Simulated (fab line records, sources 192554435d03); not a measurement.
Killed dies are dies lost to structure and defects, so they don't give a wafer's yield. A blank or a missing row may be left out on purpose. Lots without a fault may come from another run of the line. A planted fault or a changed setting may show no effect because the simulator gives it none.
Split-lot trial    flow n5-finfet    on a route of 1938 steps: 7 lots, 21 wafers read

== ON THE SPLIT ==
At N5_BEOL_M9_HM_DEP_02 (deposits TiN, target thk 20 nm), the setting target-thk-a was moved away from the recipe's 200 angstrom on 6 of the 21 wafers read, by -12.3% to +12.7%. This setting was run at the recipe's value on the other wafers.

The reading is taken at the split's own step.

== THE READING ==
TiN_of_BEOL_M9_HM_DEP_02.thk-nm (the simulator's own value, which no gauge read), in nm, at N5_BEOL_M9_HM_DEP_02 (deposits TiN, target thk 20 nm). No usual value for it is given in the file. Across the 15 wafers here that went through the recipe, the average is 20.0 nm and the standard deviation 0.23 nm.

wafer   tool, chamber at the split  target-thk-a as run, angstrom  against the recipe  TiN_of_BEOL_M9_HM_DEP_02.thk-nm, nm  against lot-mates on the recipe
L074.1  pvd-sputter-03, -           200                            recipe              19.8                                 -
L074.2  pvd-sputter-03, -           200                            recipe              19.8                                 -
L074.5  pvd-sputter-03, -           200                            recipe              19.8                                 -
L081.1  pvd-sputter-01, -           200                            recipe              19.8                                 -
L081.5  pvd-sputter-01, -           200                            recipe              20                                   -
L081.6  pvd-sputter-01, -           200                            recipe              20                                   -
L089.3  pvd-sputter-03, -           214.1                          +7.1%               21                                   +1.2
L089.5  pvd-sputter-03, -           200                            recipe              19.8                                 -
L089.6  pvd-sputter-03, -           200                            recipe              19.8                                 -
L090.1  pvd-sputter-01, -           175.5                          -12.3%              17.6                                 -2.6
L090.2  pvd-sputter-01, -           200                            recipe              20.2                                 -
L090.4  pvd-sputter-01, -           175.5                          -12.3%              17.8                                 -2.4
L091.2  pvd-sputter-02, -           200                            recipe              20.4                                 -
L091.3  pvd-sputter-02, -           186.2                          -6.9%               18.8                                 -1.5
L091.4  pvd-sputter-02, -           200                            recipe              20.2                                 -
L093.1  pvd-sputter-02, -           200                            recipe              20.2                                 -
L093.3  pvd-sputter-02, -           200                            recipe              20.4                                 -
L093.4  pvd-sputter-02, -           200                            recipe              20                                   -
L096.2  pvd-sputter-02, -           225.3                          +12.7%              22.8                                 +2.4
L096.3  pvd-sputter-02, -           225.3                          +12.7%              23                                   +2.6
L096.5  pvd-sputter-02, -           200                            recipe              20.4                                 -

THE FIT
A straight line over all 21 wafers: TiN_of_BEOL_M9_HM_DEP_02.thk-nm changes by +0.202 nm for each +1% of target-thk-a; r = +0.98; the points scatter about the line by 0.26 nm.
The same after taking each lot's own level away (the mean of its wafers on the recipe; 21 wafers): +0.2 nm for each +1%; r = +1.00; scatter 0.11 nm.
The reading moves by 2.5 nm for the largest change in target-thk-a, on that fit.
Measured against the standard deviation above, the lots' own levels, which go from 19.80 to 20.40 nm, span 2.6 times it.
The two slopes agree, so the slope changes little with the lot-to-lot level.
Check: for one of the wafers moved furthest among these (+12.7%), held out of the fit, the line's prediction against its lot-mates is +2.54 nm. Against them it came out at +2.4 nm.

== THESE WAFERS: OTHER SPLITS ==
Note: prior to the reading, these wafers also went through further splits. Each is held against what the fit with the lots' levels taken away leaves over:
other split on the same wafers      wafers away from the commonest value  r with TiN_of_BEOL_M9_HM_DEP_02.thk-nm (lot level and that fit taken away)
N5_BEOL_M7_ETCH_66 time-s           10                                    -0.45
N5_BEOL_M7_TRENCH_ETCH_37 source-w  4                                     -0.01
N5_BEOL_M8_EXPOSE_08 dose-mj        7                                     -0.42
N5_BEOL_M8_DESCUM_16 time-s         5                                     -0.23

== THE FILE'S OWN FIT ==
TiN_of_BEOL_M9_HM_DEP_02.thk-nm changes by +0.199 nm for each +1% of target-thk-a, r = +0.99.
